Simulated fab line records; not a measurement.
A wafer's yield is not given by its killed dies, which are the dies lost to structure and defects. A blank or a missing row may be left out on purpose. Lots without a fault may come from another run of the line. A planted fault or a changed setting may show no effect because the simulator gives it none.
Problem report, 8D (eight disciplines) form, completed by code	flow n5Finfet	the parts of the form that need people (team, actions taken, sign-off) are left out

1. PROBLEM STATEMENT
COMB_M11 at N5_BEOL_M15_RC_MEAS_101 reads a mean of 6.2e-10 S/m on 3 wafers of 3 lots; wafers without a fault read 1.5e-11 S/m with a standard deviation of 3.1e-12. So: +99 or more standard deviations from the usual mean.
First observed at day 12 20:56: wafer L121.4, on prober-02. The record has a number at this step for 20 wafers belonging to 7 lots. By rule, "out" or "out of limits" means more than 4 standard deviations away from the usual mean. Any other wafer with a number is counted as sound.

2. WHAT IT IS AND WHAT IT IS NOT
question	is	is not
which readings at this step	COMB_M11, COMB_M11_max_site	COMB_M10, COMB_M12, COMB_M13, COMB_M13_max_site, COMB_M14, COMB_M15, COMB_M5, COMB_M6, COMB_M7, COMB_M8, COMB_M9, COMB_M9_max_site, SERP_M10, SERP_M12, SERP_M13, SERP_M14, SERP_M5, SERP_M6, SERP_M6_max_site, SERP_M7, SERP_M8
which lots	L119, L121, L123	L116, L118, L135, L136
which wafers of those lots	L119.3, L121.4, L123.1	L119.1, L119.6, L121.1, L121.3, L123.5
read on which gauges	prober-01, prober-02	-
when	from day 12 20:56	up to then (8 sound wafers); but 9 sound wafers of L119, L123, L135, L136 came after
where on the wafer (9 sites)	all sites	-

3. WHAT RULES OUT EACH SUSPECT
Counting: if a tool at a process step up to the reading ran every lot that is out, it stays a suspect. Sound lots after the first of them don't rule it out here, since some wafers of a struck lot are sound.
- the gauge at N5_BEOL_M15_RC_MEAS_101 has been ruled out. 2 gauges (prober-01, prober-02) read the wafers that are out.
- aldMetal-02 at N5_BEOL_M11_ALD_74 (deposits TaN, target thk 2 nm, pulse time 2 s, purge time 3 s): kept. It processed each lot that is out (first: L121, day 11 22:46); up to then, its last sound lot is L118 (day 11 18:23).
- rtpAnneal-02 at N5_BEOL_M11_ANNEAL_51 (time 90 s): kept. It ran every lot that is out, first L121 (day 11 23:41).
- aldMetal-02, N5_BEOL_M11_ALD_74: wafers that are out in chamber 0, sound lot-mates in chambers 1, 2, 3.
After counting, aldMetal-02 at N5_BEOL_M11_ALD_74 and rtpAnneal-02 at N5_BEOL_M11_ANNEAL_51 remain.

4. THE CAUSE (what the simulator had put in)
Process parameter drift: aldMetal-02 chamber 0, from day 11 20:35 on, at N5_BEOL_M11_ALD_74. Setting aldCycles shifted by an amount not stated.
Of the 2 suspects that counting leaves, this tool is one.

5. THE CHAIN OF EFFECTS, in route order
Each row: a reading whose mean over the struck wafers that have a number lies more than 3 standard deviations from the usual. Only readings for which the record gives a usual standard deviation are gone through. hours: the time from each lot's start at the first step in this table that gives one to its start at this step, as a median over the lots. sigmas: the change in usual standard deviations.
hours	step	reading	usual	on struck wafers	change	sigmas
0	N5_BEOL_M15_RC_MEAS_101	COMB_M11	1.5e-11 S/m	6.2e-10	+6.1e-10	+99 or more
0	N5_BEOL_M15_RC_MEAS_101	COMB_M11_max_site	2.1e-11 S/m	8.9e-10	+8.7e-10	+99 or more
0	N5_BEOL_M15_RC_MEAS_101	SERP_M11	3.10 ohm/um	2.87	-0.23	-3.0
15	N5_PASSIVATION_PROBE_49	killed_at_M4_up	15	53	+38	+6.3
Process steps it contains:
- N5_PASSIVATION_PROBE_49

6. HOW IT WOULD HAVE BEEN CAUGHT EARLIER
In this record the first reading out of limits at a measuring or inspecting step was taken at day 12 20:56, 24 hours after the fault began at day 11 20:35.
No tool reading at N5_BEOL_M11_ALD_74 that has a usual standard deviation in the record was out on any struck wafer, so an alarm limit of 4 standard deviations on those readings would not have fired.
Lots out: 3; all had begun N5_BEOL_M11_ALD_74 on aldMetal-02 by day 12 20:56. Holding the tool at that point would not have protected any of them.
